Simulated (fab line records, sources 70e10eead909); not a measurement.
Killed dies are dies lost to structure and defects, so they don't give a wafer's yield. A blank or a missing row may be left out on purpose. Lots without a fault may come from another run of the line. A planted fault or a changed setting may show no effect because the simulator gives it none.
Chamber matching | flow nand_harc | NHARC_P_M1_STRIP_18 on rie_diel-10: 4 sister chambers
The step strips in N2/H2. 7 wafers are shown with their chamber, then 8 later ones without.

WAFERS WITH THEIR CHAMBER
wafer  | chamber | drypump_motor_current_A (A) | throttle_valve_pct (%)
L084.6 | 1       | 5.1                         | 14.155
L087.4 | 1       | 5.1                         | 14.161
L088.6 | 3       | 5.9                         | 14.137
L090.1 | 2       | 5.3                         | 14.174
L090.2 | 0       | 5.9                         | 14.161
L090.6 | 0       | 6.0                         | 14.177
L091.1 | 2       | 5.2                         | 14.160

WAFERS WITHOUT THEIR CHAMBER
wafer  | drypump_motor_current_A (A) | throttle_valve_pct (%)
L091.2 | 5.9                         | 14.168
L091.3 | 5.1                         | 14.161
L093.2 | 6.0                         | 14.164
L093.3 | 5.3                         | 14.174
L093.4 | 5.9                         | 14.175
L096.2 | 5.1                         | 14.164
L096.4 | 6.0                         | 14.155
L096.5 | 6.0                         | 14.164

WHICH CHAMBER EACH WENT THROUGH
wafer  | from the rows above     | in truth
L091.2 | 0                       | 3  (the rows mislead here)
L091.3 | 1                       | 1
L093.2 | 0                       | 0
L093.3 | 2                       | 2
L093.4 | 0                       | 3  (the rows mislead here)
L096.2 | can't be placed: 1 or 2 | 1
L096.4 | can't be placed: 0 or 3 | 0
L096.5 | 0                       | 0
Placed correctly: 4 of 8. Can't be placed from these rows: 2 (the true chamber is among the candidates in 2). Placed wrongly: 2.
How it was worked out, from the rows above alone: a wafer's distance from a chamber is the root of the sum, over the readings, of the square of ((its reading less the chamber's mean) divided by the reading's scatter). The wafer belongs to the nearest chamber; if the next one is less than 2 further off, it can't be placed. A chamber's mean is the mean of its shown wafers. The scatter: the root of (the sum of the squares of (reading less its chamber's mean) over the shown wafers, divided by (wafers less chambers)).
